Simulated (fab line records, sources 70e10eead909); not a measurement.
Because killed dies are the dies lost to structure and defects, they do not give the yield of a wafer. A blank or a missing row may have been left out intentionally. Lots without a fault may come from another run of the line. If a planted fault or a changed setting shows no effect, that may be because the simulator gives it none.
fab line records    flow nand_harc    part 1 of 2: steps 1 to 4 of 6
record lots=24  wafers=72  last_day=33
route steps=1302 shown A_CHANNEL_HOLE_D1@471 A_DECK1_JOINT@527 A_ONON_D2@563 A_CHANNEL_HOLE_D2@599 A_STAIRCASE@650
lots that met no fault: from a run of the same line without faults
start_h: start of the lot's first displayed wafer, in hours after the record's first day    wait_h: hours since the lot's step before    " as in the row above    L1.1+2: several wafers, shown together as one row    - no value, or no start given    * or withheld: withheld    < > ~ a bound
route shown NAME@n: names a module that has steps shown in the file, with the first one's number in the route    usual: mean/standard deviation taken from wafers without a fault    same: alike in all rows    chamber/n: place in a boat    sites: the reading at each site    _std_site: the standard deviation of these    _edge_site: inner sites' mean taken away from outer sites' mean    radius_mm: for every site, how far away it sits from the centre of the wafer    mask NAME#n: copy n    behind: the last tool/chamber to shape the wafer    hold: why the lot went on hold/how many hours it stayed there/how the hold came to an end    device: transistor that didn't switch, given as n, p or np    end of line: at the end of the route, the tests of the same wafers    step lacking rows: just its recipe    killed: count of dies lost to structure and defects at first sort (not the wafer's yield)    map: dies across one wafer; x = killed, . = not, _ = none there
set.NAME: the run value of the setting; set.NAME@STEP: its run value at that earlier step    model.NAME: the simulator's own value behind a step, which no gauge read
route steps across a sampled set of lots; one table per step, one row per wafer
services: when a tool's chamber went out of use (start_h, in hours from the record's first day, below 0 if earlier), for how many hours, and the reason
## steps
# step NHARC_A_CHANNEL_HOLE_D1_ETCH_19
# recipe bias_v=1200  source_w=2500  pressure_mtorr=15  time_s=34.5  ar_flow_sccm=375  c4f8_flow_sccm=28.8  o2_flow_sccm=96.2  temp_c=-20  target_depth_a=*  chemistry=C4F8/O2/Ar
# usual drypump_motor_current_A=5.5/0.47  he_backside_leak_sccm=6.1/0.51  showerhead_plenum_p_Torr=3.68/0.13  temp_c=-19.99/0.11  throttle_valve_pct=37.039/0.0097
lot.wafer  tool         chamber  start_h  wait_h  drypump_motor_current_A  he_backside_leak_sccm  rf_hours_counter_h  showerhead_plenum_p_Torr  temp_c  throttle_valve_pct
L074.3     har_etch-01  0        186.51   0.1     5.3                      5.3                    -                   3.78                      -19.74  37.042
L074.4     "            1        "        "       6.3                      5.9                    -                   3.70                      -20.00  37.037
L074.5     "            1        "        "       6.3                      5.7                    -                   3.70                      -19.89  37.042
L075.4     har_etch-02  0        187.65   0.9     5.0                      6.4                    -                   3.81                      -20.02  37.035
L075.3     "            1        "        "       5.4                      6.2                    -                   3.48                      -20.23  37.044
L075.6     "            1        "        "       5.4                      6.1                    -                   3.48                      -20.21  37.055
L076.2     har_etch-02  1        203.94   0.1     5.4                      6.1                    311                 3.48                      -20.00  37.028
L076.1     "            0        "        "       5.1                      6.3                    311                 3.80                      -19.91  37.033
L076.5     "            1        "        "       5.4                      6.4                    -                   3.48                      -19.90  37.038
L077.2     har_etch-02  0        212.27   0.1     5.1                      6.5                    319                 3.80                      -19.94  37.032
L077.3     "            1        "        "       5.5                      6.1                    -                   3.48                      -20.18  37.026
L077.4     "            0        "        "       5.1                      6.1                    -                   3.80                      -20.01  37.036
L078.1     har_etch-01  0        221.70   0.1     5.3                      5.8                    102                 3.77                      -20.09  37.040
L078.3     "            1        "        "       6.3                      6.4                    -                   3.69                      -19.94  37.034
L078.6     "            0        "        "       5.3                      5.7                    -                   3.77                      -20.16  37.045
L079.1     har_etch-01  0        239.65   0.1     5.3                      5.9                    114                 3.76                      -20.00  37.036
L079.3     "            0        "        "       5.3                      5.9                    -                   3.76                      -19.94  37.036
L079.4     "            1        "        "       6.3                      6.4                    -                   3.68                      -20.01  37.052
L080.2     har_etch-01  1        245.42   0.1     6.3                      5.4                    118                 3.68                      -20.09  37.038
L080.1     "            0        "        "       5.4                      5.9                    118                 3.76                      -19.94  37.042
L080.4     "            1        "        "       6.3                      5.6                    -                   3.68                      -20.04  37.029
L081.2     har_etch-02  1        253.03   0.1     5.4                      6.6                    338                 3.47                      -19.99  37.040
L081.3     "            1        "        "       5.4                      6.5                    -                   3.47                      -20.09  37.030
L081.6     "            0        "        "       5.1                      6.3                    -                   3.79                      -20.11  37.037
L083.3     har_etch-02  1        268.86   1.9     5.4                      6.6                    -                   3.46                      -19.93  37.035
L083.4     "            0        "        "       5.1                      6.1                    -                   3.78                      -19.98  37.032
L083.6     "            1        "        "       5.4                      6.5                    -                   3.46                      -20.01  37.038
L082.2     har_etch-01  0        270.94   2.1     5.4                      6.1                    133                 3.75                      -19.96  37.035
L082.3     "            0        "        "       5.3                      6.0                    -                   3.75                      -20.03  37.025
L082.5     "            0        "        "       5.3                      6.1                    -                   3.75                      -19.82  37.043
L084.2     har_etch-01  0        282.37   0.1     5.3                      5.7                    141                 3.75                      -20.16  37.060
L084.3     "            0        "        "       5.3                      5.8                    -                   3.75                      -20.16  37.049
L084.5     "            0        "        "       5.3                      6.1                    -                   3.75                      -19.92  37.042
L085.2     har_etch-01  0        291.67   0.1     5.3                      5.9                    145                 3.75                      -19.91  37.021
L085.6     "            1        "        "       6.3                      5.9                    -                   3.66                      -19.99  37.017
L085.5     "            0        "        "       5.4                      5.8                    -                   3.75                      -19.95  37.040
L087.1     har_etch-02  1        305.89   2.0     5.4                      6.5                    372                 3.45                      -20.08  37.054
L087.4     "            0        "        "       5.0                      6.7                    -                   3.77                      -19.90  37.041
L087.5     "            0        "        "       5.1                      6.5                    -                   3.77                      -20.05  37.034
L086.1     har_etch-01  0        306.45   0.9     5.4                      6.0                    156                 3.74                      -19.99  37.033
L086.2     "            1        "        "       6.3                      6.5                    156                 3.66                      -20.06  37.043
L086.6     "            1        "        "       6.3                      5.8                    -                   3.66                      -20.27  37.038
L089.4     har_etch-02  1        327.17   0.1     5.4                      6.3                    -                   3.45                      -20.00  37.042
L089.5     "            1        "        "       5.4                      6.5                    -                   3.45                      -20.05  37.034
L089.6     "            0        "        "       5.1                      6.3                    -                   3.76                      -19.96  37.049
L088.2     har_etch-01  1        327.61   0.1     6.3                      6.4                    164                 3.65                      -19.87  37.052
L088.3     "            1        "        "       6.3                      6.3                    -                   3.65                      -20.10  37.033
L088.6     "            1        "        "       6.3                      6.2                    -                   3.65                      -20.03  37.028
L090.1     har_etch-02  1        347.72   0.1     5.4                      6.3                    391                 3.44                      -20.13  37.055
L090.3     "            1        "        "       5.4                      6.6                    -                   3.44                      -20.08  37.041
L090.5     "            1        "        "       5.4                      6.5                    -                   3.44                      -19.97  37.021
L091.1     har_etch-02  1        353.07   0.1     5.4                      6.6                    395                 3.44                      -20.20  37.044
L091.6     "            0        "        "       5.1                      6.7                    -                   3.76                      -20.03  37.040
L091.5     "            1        "        "       5.4                      6.6                    -                   3.44                      -20.19  37.050
L092.2     har_etch-01  0        365.47   2.4     5.4                      6.4                    186                 3.72                      -20.03  37.041
L092.5     "            1        "        "       6.3                      6.6                    -                   3.64                      -19.93  37.034
L092.6     "            0        "        "       5.3                      6.1                    -                   3.72                      -20.04  37.035
L093.1     har_etch-01  0        370.22   0.1     5.3                      6.2                    190                 3.72                      -20.01  37.046
L093.2     "            1        "        "       6.3                      6.4                    190                 3.64                      -19.94  37.017
L093.5     "            1        "        "       6.3                      6.4                    -                   3.64                      -19.77  37.031
L095.1     har_etch-02  1        396.22   9.5     5.4                      5.1                    0                   3.99                      -19.81  37.042
L095.2     "            0        "        "       5.1                      4.8                    0                   3.75                      -20.07  37.029
L095.4     "            0        "        "       5.0                      5.4                    -                   3.75                      -19.98  37.033
L094.2     har_etch-01  0        397.08   9.0     5.3                      5.8                    209                 3.71                      -19.93  37.047
L094.6     "            1        "        "       6.3                      7.0                    -                   3.63                      -20.10  37.031
L094.5     "            0        "        "       5.3                      5.9                    -                   3.71                      -19.98  37.026
L096.2     har_etch-02  1        404.58   4.3     5.4                      5.3                    8                   3.98                      -20.02  37.051
L096.4     "            1        "        "       5.4                      5.4                    -                   3.98                      -20.11  37.056
L096.6     "            0        "        "       5.1                      5.4                    -                   3.74                      -19.96  37.034
L097.4     har_etch-01  0        405.11   1.2     5.3                      6.0                    -                   3.71                      -19.98  37.040
L097.3     "            1        "        "       6.3                      6.5                    -                   3.62                      -20.05  37.047
L097.5     "            1        "        "       6.3                      6.8                    -                   3.62                      -20.03  37.037
# step NHARC_A_DECK1_JOINT_CMP_13
# recipe target_thk_nm=51.023
# usual edge_zone_pressure_frac=1.000/0.005  motor_current_A=12.6/1.4  retaining_ring_pressure_frac=0.999/0.0053  time_to_endpoint_s=9.5/2.7
lot.wafer  tool    chamber  start_h  wait_h  edge_zone_pressure_frac  motor_current_A  retaining_ring_pressure_frac  time_to_endpoint_s
L075.4     cmp-04  1        257.30   0.4     1.000                    11.9             1.002                         7.5
L075.3     "       3        "        "       1.008                    11.1             1.005                         10.8
L075.6     "       0        "        "       1.007                    12.2             1.007                         9.3
L074.3     cmp-03  2        257.30   0.4     0.996                    11.3             1.010                         3.4
L074.4     "       0        "        "       1.012                    11.1             1.001                         11.8
L074.5     "       2        "        "       0.997                    11.3             1.005                         8.9
L076.2     cmp-04  1        272.18   0.4     0.993                    12.2             1.002                         10.0
L076.1     "       2        "        "       0.993                    13.7             0.999                         11.3
L076.5     "       3        "        "       0.994                    11.5             1.004                         11.8
L077.3     cmp-01  0        284.90   0.4     1.001                    13.8             1.000                         9.2
L077.2     "       1        "        "       1.000                    14.6             0.992                         10.6
L077.4     "       3        "        "       1.005                    14.5             0.998                         14.0
L078.3     cmp-04  3        291.33   0.4     1.001                    11.7             0.998                         10.7
L078.1     "       1        "        "       0.993                    11.8             1.003                         9.1
L078.6     "       2        "        "       1.012                    14.1             0.998                         11.7
L079.4     cmp-01  0        304.87   0.4     1.000                    13.8             0.995                         10.6
L079.1     "       1        "        "       0.996                    15.2             0.999                         10.2
L079.3     "       3        "        "       1.005                    14.9             1.000                         12.3
L080.1     cmp-03  0        311.56   0.4     0.993                    10.5             1.001                         10.5
L080.2     "       1        "        "       1.002                    11.1             1.001                         7.6
L080.4     "       2        "        "       0.997                    11.1             0.997                         4.8
L081.2     cmp-03  1        319.40   0.4     1.003                    11.8             1.002                         5.0
L081.3     "       0        "        "       1.002                    10.9             0.992                         8.6
L081.6     "       2        "        "       1.004                    11.6             1.007                         3.9
L082.2     cmp-03  3        335.27   0.4     1.002                    13.6             0.992                         5.3
L082.3     "       1        "        "       1.004                    11.4             1.003                         5.4
L082.5     "       3        "        "       1.004                    13.9             0.996                         5.1
L083.4     cmp-04  1        335.29   0.4     1.001                    12.5             1.014                         9.1
L083.3     "       2        "        "       1.001                    14.5             1.002                         9.6
L083.6     "       1        "        "       1.001                    11.5             1.012                         6.9
L084.3     cmp-01  2        349.57   0.4     0.992                    13.0             1.003                         12.5
L084.2     "       1        "        "       1.005                    15.1             0.991                         12.7
L084.5     "       3        "        "       0.996                    14.9             1.000                         13.7
L085.2     cmp-01  1        359.54   0.4     0.997                    14.1             1.008                         10.5
L085.6     "       0        "        "       1.006                    14.0             1.005                         9.1
L085.5     "       1        "        "       0.997                    15.1             1.003                         6.6
L086.1     cmp-03  1        370.41   0.4     0.996                    11.4             1.012                         7.7
L086.2     "       2        "        "       0.995                    11.1             0.994                         5.8
L086.6     "       1        "        "       1.000                    11.8             1.006                         6.7
L087.1     cmp-04  0        370.43   0.4     0.991                    12.3             1.000                         11.9
L087.4     "       1        "        "       1.000                    12.2             0.995                         7.0
L087.5     "       3        "        "       1.005                    12.0             0.994                         9.3
L089.4     cmp-03  0        391.01   0.4     0.994                    10.7             0.989                         10.1
L089.5     "       0        "        "       1.000                    10.4             0.995                         10.3
L089.6     "       1        "        "       0.997                    12.1             0.996                         6.8
L088.3     cmp-04  1        391.03   0.4     1.005                    12.8             1.006                         9.0
L088.2     "       3        "        "       0.996                    11.7             1.002                         10.1
L088.6     "       0        "        "       1.007                    11.8             0.984                         12.0
L090.1     cmp-04  3        416.17   0.4     0.997                    12.0             0.996                         10.3
L090.3     "       0        "        "       1.003                    12.1             1.000                         11.6
L090.5     "       3        "        "       1.001                    11.7             0.997                         11.4
L091.1     cmp-01  0        419.92   0.4     0.998                    13.4             1.001                         9.3
L091.6     "       2        "        "       0.997                    12.9             1.002                         7.9
L091.5     "       3        "        "       0.997                    13.9             0.998                         8.5
L092.2     cmp-01  2        434.71   0.4     0.998                    13.6             1.007                         12.4
L092.6     "       2        "        "       0.997                    13.1             1.003                         10.2
L092.5     "       3        "        "       1.001                    14.3             0.994                         11.3
L093.2     cmp-03  3        434.72   0.4     1.001                    13.6             0.991                         10.2
L093.1     "       0        "        "       0.995                    10.8             1.002                         16.1
L093.5     "       1        "        "       0.994                    11.8             1.005                         10.2
L095.1     cmp-03  0        460.71   0.4     1.005                    10.5             0.995                         11.5
L095.2     "       1        "        "       1.002                    11.8             0.992                         7.7
L095.4     "       2        "        "       1.003                    11.2             1.000                         7.2
L094.2     cmp-03  2        465.23   0.4     1.004                    11.4             0.995                         6.0
L094.6     "       1        "        "       0.996                    11.8             0.998                         6.3
L094.5     "       2        "        "       0.993                    11.4             0.998                         5.9
L097.3     cmp-03  2        469.91   0.4     0.994                    10.8             0.991                         5.0
L097.4     "       0        "        "       1.009                    10.8             1.004                         12.6
L097.5     "       2        "        "       0.999                    11.6             1.002                         8.5
L096.4     cmp-01  2        469.96   0.4     1.000                    13.9             0.994                         12.0
L096.2     "       3        "        "       1.002                    14.7             1.003                         11.1
L096.6     "       0        "        "       0.994                    13.8             0.996                         9.7
# step NHARC_A_DECK1_JOINT_THK_MEAS_14
# recipe thk_meas_gauge=ellipsometry
# usual thk_nm=51.3/1.7
lot.wafer  tool           chamber  start_h  wait_h  thk_nm
L075.3     film_metro-01  -        257.53   0.2     51.8
L075.4     "              -        "        "       52.9
L075.6     "              -        "        "       52.1
L074.3     film_metro-01  -        257.54   0.2     50.7
L074.4     "              -        "        "       51.7
L074.5     "              -        "        "       51.6
L076.1     film_metro-02  -        272.39   0.2     50.6
L076.2     "              -        "        "       48.1
L076.5     "              -        "        "       53.1
L077.2     film_metro-01  -        285.16   0.2     54.3
L077.3     "              -        "        "       50.1
L077.4     "              -        "        "       50.9
L078.1     film_metro-02  -        291.56   0.2     50.4
L078.3     "              -        "        "       52.6
L078.6     "              -        "        "       50.3
L079.1     film_metro-02  -        305.13   0.2     52.1
L079.3     "              -        "        "       50.9
L079.4     "              -        "        "       51.6
L080.1     film_metro-02  -        311.82   0.2     52.0
L080.2     "              -        "        "       49.8
L080.4     "              -        "        "       48.7
L081.2     film_metro-01  -        319.66   0.2     50.0
L081.3     "              -        "        "       51.8
L081.6     "              -        "        "       49.4
L083.3     film_metro-01  -        335.52   0.2     53.5
L083.4     "              -        "        "       49.4
L083.6     "              -        "        "       47.6
L082.2     film_metro-02  -        335.53   0.2     49.4
L082.3     "              -        "        "       47.4
L082.5     "              -        "        "       49.2
L084.2     film_metro-01  -        349.83   0.2     55.7
L084.3     "              -        "        "       49.4
L084.5     "              -        "        "       53.4
L085.2     film_metro-01  -        359.77   0.2     52.3
L085.5     "              -        "        "       52.2
L085.6     "              -        "        "       50.1
L086.1     film_metro-01  -        370.66   0.2     50.1
L086.2     "              -        "        "       48.3
L086.6     "              -        "        "       50.8
L087.1     film_metro-02  -        370.66   0.2     52.6
L087.4     "              -        "        "       50.4
L087.5     "              -        "        "       52.6
L088.2     film_metro-02  -        391.26   0.2     53.1
L088.3     "              -        "        "       50.8
L088.6     "              -        "        "       52.7
L089.4     film_metro-01  -        391.27   0.2     53.6
L089.5     "              -        "        "       54.0
L089.6     "              -        "        "       52.5
L090.1     film_metro-01  -        416.41   0.2     54.1
L090.3     "              -        "        "       51.5
L090.5     "              -        "        "       54.8
L091.1     film_metro-02  -        420.12   0.2     51.7
L091.5     "              -        "        "       52.4
L091.6     "              -        "        "       54.9
L093.1     film_metro-01  -        434.92   0.2     53.0
L093.2     "              -        "        "       53.5
L093.5     "              -        "        "       51.2
L092.2     film_metro-02  -        434.97   0.2     50.1
L092.5     "              -        "        "       50.3
L092.6     "              -        "        "       50.6
L095.1     film_metro-02  -        460.97   0.2     50.9
L095.2     "              -        "        "       51.5
L095.4     "              -        "        "       47.0
L094.2     film_metro-01  -        465.46   0.2     50.7
L094.5     "              -        "        "       51.7
L094.6     "              -        "        "       49.6
L096.2     film_metro-02  -        470.17   0.2     51.2
L096.4     "              -        "        "       52.0
L096.6     "              -        "        "       51.5
L097.3     film_metro-01  -        470.17   0.2     48.3
L097.4     "              -        "        "       51.8
L097.5     "              -        "        "       50.1
# step NHARC_A_ONON_D2_THK_MEAS_27
# recipe thk_meas_gauge=ellipsometry
# usual thk_nm=999/7.1
lot.wafer  tool           chamber  start_h  wait_h  thk_nm
L074.3     film_metro-02  -        292.70   -       992
L074.4     "              -        "        "       993
L074.5     "              -        "        "       990
L075.3     film_metro-01  -        292.70   -       1012
L075.4     "              -        "        "       1011
L075.6     "              -        "        "       1012
L076.1     film_metro-02  -        313.41   -       1001
L076.2     "              -        "        "       1001
L076.5     "              -        "        "       1002
L078.1     film_metro-02  -        327.44   -       995
L078.3     "              -        "        "       996
L078.6     "              -        "        "       996
L077.2     film_metro-01  -        327.47   -       996
L077.3     "              -        "        "       995
L077.4     "              -        "        "       995
L079.1     film_metro-01  -        345.94   -       990
L079.3     "              -        "        "       990
L079.4     "              -        "        "       991
L080.1     film_metro-02  -        350.54   -       1003
L080.2     "              -        "        "       1001
L080.4     "              -        "        "       999
L081.2     film_metro-01  -        356.11   -       1009
L081.3     "              -        "        "       1008
L081.6     "              -        "        "       1005
L083.3     film_metro-01  -        373.70   -       997
L083.4     "              -        "        "       996
L083.6     "              -        "        "       996
L082.2     film_metro-02  -        373.84   -       1005
L082.3     "              -        "        "       1006
L082.5     "              -        "        "       1007
L084.2     film_metro-01  -        384.38   -       1012
L084.3     "              -        "        "       1008
L084.5     "              -        "        "       1008
L085.2     film_metro-01  -        402.38   -       993
L085.5     "              -        "        "       992
L085.6     "              -        "        "       990
L086.1     film_metro-01  -        413.81   -       1000
L086.2     "              -        "        "       998
L086.6     "              -        "        "       999
L087.1     film_metro-01  -        413.83   -       1007
L087.4     "              -        "        "       1006
L087.5     "              -        "        "       1007
L089.4     film_metro-02  -        431.03   -       993
L089.5     "              -        "        "       992
L089.6     "              -        "        "       993
L088.2     film_metro-01  -        431.05   -       992
L088.3     "              -        "        "       991
L088.6     "              -        "        "       991
L091.1     film_metro-01  -        458.33   -       984
L091.5     "              -        "        "       983
L091.6     "              -        "        "       985
L090.1     film_metro-02  -        458.33   -       999
L090.3     "              -        "        "       1003
L090.5     "              -        "        "       1000
L093.1     film_metro-01  -        472.79   -       1006
L093.2     "              -        "        "       1006
L093.5     "              -        "        "       1005
L092.2     film_metro-02  -        472.80   -       1005
L092.5     "              -        "        "       1006
L092.6     "              -        "        "       1004
L095.1     film_metro-02  -        499.69   -       1004
L095.2     "              -        "        "       1004
L095.4     "              -        "        "       1004
L094.2     film_metro-02  -        504.13   -       994
L094.5     "              -        "        "       994
L094.6     "              -        "        "       992
L097.3     film_metro-02  -        510.97   -       1001
L097.4     "              -        "        "       1001
L097.5     "              -        "        "       1002
L096.2     film_metro-01  -        510.97   -       1003
L096.4     "              -        "        "       1002
L096.6     "              -        "        "       1002
